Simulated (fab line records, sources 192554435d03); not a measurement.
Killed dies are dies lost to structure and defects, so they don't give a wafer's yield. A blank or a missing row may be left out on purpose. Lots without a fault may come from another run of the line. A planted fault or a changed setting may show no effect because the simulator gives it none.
A struck lot beside a sound one | flow n5_finfet | 16 steps out of a route of 1938
Sound: wafers L834.1, L834.2, L834.3. Struck: wafer L836.3. (L836.2, L836.5 of the same lot were not struck and are left out.) The cause comes at the end.
At each step with rows: each side's tool, then ch and its chambers, then its first start. Under that, the readings that differ: sound wafers | struck wafers | difference of the means | sigmas: that difference in standard deviations of wafers without a fault.
alike: readings whose means differ by less than 2 such deviations, and words and numbers that are the same on both sides. not compared: withheld readings, readings that some wafer has no value for, bounds like >300 that may hide the same value, and numbers for which the record gives no deviation and whose values overlap.
The two part at a step that has a row with sigmas, a row that says differs or no value, or rows on one side only. Numbers that don't overlap but have no deviation are shown without sigmas and don't part them. A reading that every wafer of one side lacks parts them only if that side has two wafers or more.

first, 4 steps without rows for these wafers: N5_PMOS_HMC_CHANNEL_EPI_SOFTBAKE_04 (time 60 s); N5_PMOS_HMC_CHANNEL_EPI_EXPOSE_06 (exposes mask PMOS HMC BLK, target cd 240 nm); N5_PMOS_HMC_CHANNEL_EPI_PEB_07 (peb time 60 s); N5_PMOS_HMC_CHANNEL_EPI_DEVELOP_08 (develop time 30 s).
N5_PMOS_HMC_CHANNEL_EPI_CD_MEAS_09: target cd 237.4 nm.
  sound on cd_sem-02 ch 0, day 2 11:47; struck on cd_sem-02 ch 0, day 2 23:38
  alike: cd_nm
N5_PMOS_HMC_CHANNEL_EPI_OVL_MEAS_10:
  sound on overlay-02 ch 0, day 2 11:49; struck on overlay-02 ch 0, day 2 23:40
  alike: PMOS_HMC_BLK_OVL
N5_PMOS_HMC_CHANNEL_EPI_INSPECT_11: inspects for defects (macro).
  sound on defect_inspect-02, day 2 11:51; struck on defect_inspect-01, day 2 23:41
  alike: raw_defect_count
N5_PMOS_HMC_CHANNEL_EPI_DESCUM_14: chemistry O2, time 7.9 s.
  sound on rie_diel-04 ch 0,1,2, day 2 11:53; struck on rie_diel-06 ch 1, day 2 23:44
  alike: drypump_motor_current_A, oes_product_au, rf_vpp_V, showerhead_plenum_p_Torr, temp_c, throttle_valve_pct
  not compared: rf_hours_counter_h
N5_PMOS_HMC_CHANNEL_EPI_ETCH_32: etches BARC in N2/H2, stops on SiO2, target depth 85.8 nm, time 50.3 s.
  sound on rie_diel-04 ch 0,1,2, day 2 11:55; struck on rie_diel-06 ch 1, day 2 23:46
  reading                | sound             | struck | difference | sigmas
  bias_w (W)             | 150.0 150.7 150.0 | 149.2  | -1.0       | -2
  throttle_valve_pct (%) | 18.12 17.96 18.06 | 17.62  | -0.43      | -2
  alike: drypump_motor_current_A, oes_product_au, rf_vpp_V, showerhead_plenum_p_Torr
  not compared: rf_hours_counter_h
N5_PMOS_HMC_CHANNEL_EPI_HM_OPEN_15: chemistry CHF3/O2, target SiO2, target depth 40.6 nm, time 20.3 s.
  sound on rie_diel-04 ch 0,1,2, day 2 11:58; struck on rie_diel-06 ch 1, day 2 23:48
  alike: CHF3_flow_sccm, drypump_motor_current_A, oes_product_au, rf_vpp_V, showerhead_plenum_p_Torr, throttle_valve_pct
  not compared: rf_hours_counter_h
N5_PMOS_HMC_CHANNEL_EPI_STRIP_33: strips in N2/H2.
  sound on rie_diel-04 ch 0,1,2, day 2 12:01; struck on rie_diel-06 ch 1, day 2 23:52
  reading                | sound          | struck | difference | sigmas
  throttle_valve_pct (%) | 19.5 19.0 19.4 | 18.4   | -0.9       | -3
  alike: drypump_motor_current_A, oes_product_au, rf_vpp_V, showerhead_plenum_p_Torr, temp_c
  not compared: rf_hours_counter_h
then, 1 step without rows for these wafers: N5_PMOS_HMC_CHANNEL_EPI_STRIP_17 (strips in SPM, time 750 s).
N5_PMOS_HMC_CHANNEL_EPI_ETCH_38: etches SiO2 in CF4, target depth 1.5 nm.
  sound on rie_si-04 ch 0,1,2, day 2 12:19; struck on rie_si-06 ch 1, day 3 00:10
  reading                | sound             | struck | difference | sigmas
  bias_w (W)             | 399.6 401.0 400.8 | 382.8  | -17.7      | -18
  rf_hours_counter_h (h) | 137 145 57        | 198    | +85        |
  alike: drypump_motor_current_A, oes_product_au, throttle_valve_pct
N5_PMOS_HMC_CHANNEL_EPI_FIN_RECESS_16: chemistry HBr/Cl2, target Si, target depth 54 nm, time 18 s.
  sound on rie_si-04 ch 0,1,2, day 2 12:20; struck on rie_si-06 ch 1, day 3 00:11
  reading                | sound      | struck | difference | sigmas
  rf_hours_counter_h (h) | 137 145 57 | 198    | +85        |
  alike: drypump_motor_current_A, oes_product_au, throttle_valve_pct
-- the record jumps here: 9 days lie between the struck wafers' starts before and after (it left off in module PMOS_HMC_CHANNEL_EPI and takes up again in module BEOL_M4, whose first step shown is number 1111 of the route) --
N5_BEOL_M4_RC_MEAS_101:
  sound on prober-02 ch 0, day 11 03:59; struck on prober-01 ch 0, day 11 22:43
  alike: DIBL_N, DIBL_P, IOFF_N, IOFF_P, ION_N, ION_P, SS_N, SS_P, VT_N, VT_P
-- the record jumps here: 5 days lie between the struck wafers' starts before and after (it left off in module BEOL_M4 and takes up again in module PASSIVATION, whose first step shown is number 1936 of the route) --
N5_PASSIVATION_PROBE_49:
  sound on prober-01, day 15 13:40; struck on prober-01, day 16 12:08
  reading         | sound  | struck | difference | sigmas
  killed_at_M4_up | 11 7 9 | 29     | +20        | +3
  alike: defect_limited_yield, killed_at_M0_to_M3, killed_at_contacts, killed_at_front_end, killed_at_other, killed_dies, killed_open, killed_short, sort_bin_5_function, sort_bin_6_memory, sort_n_pass, sort_yield_pct

WHERE THEY PART
First at N5_PMOS_HMC_CHANNEL_EPI_ETCH_32; last, within this record, at N5_PASSIVATION_PROBE_49.

WHY: what the simulator had put in
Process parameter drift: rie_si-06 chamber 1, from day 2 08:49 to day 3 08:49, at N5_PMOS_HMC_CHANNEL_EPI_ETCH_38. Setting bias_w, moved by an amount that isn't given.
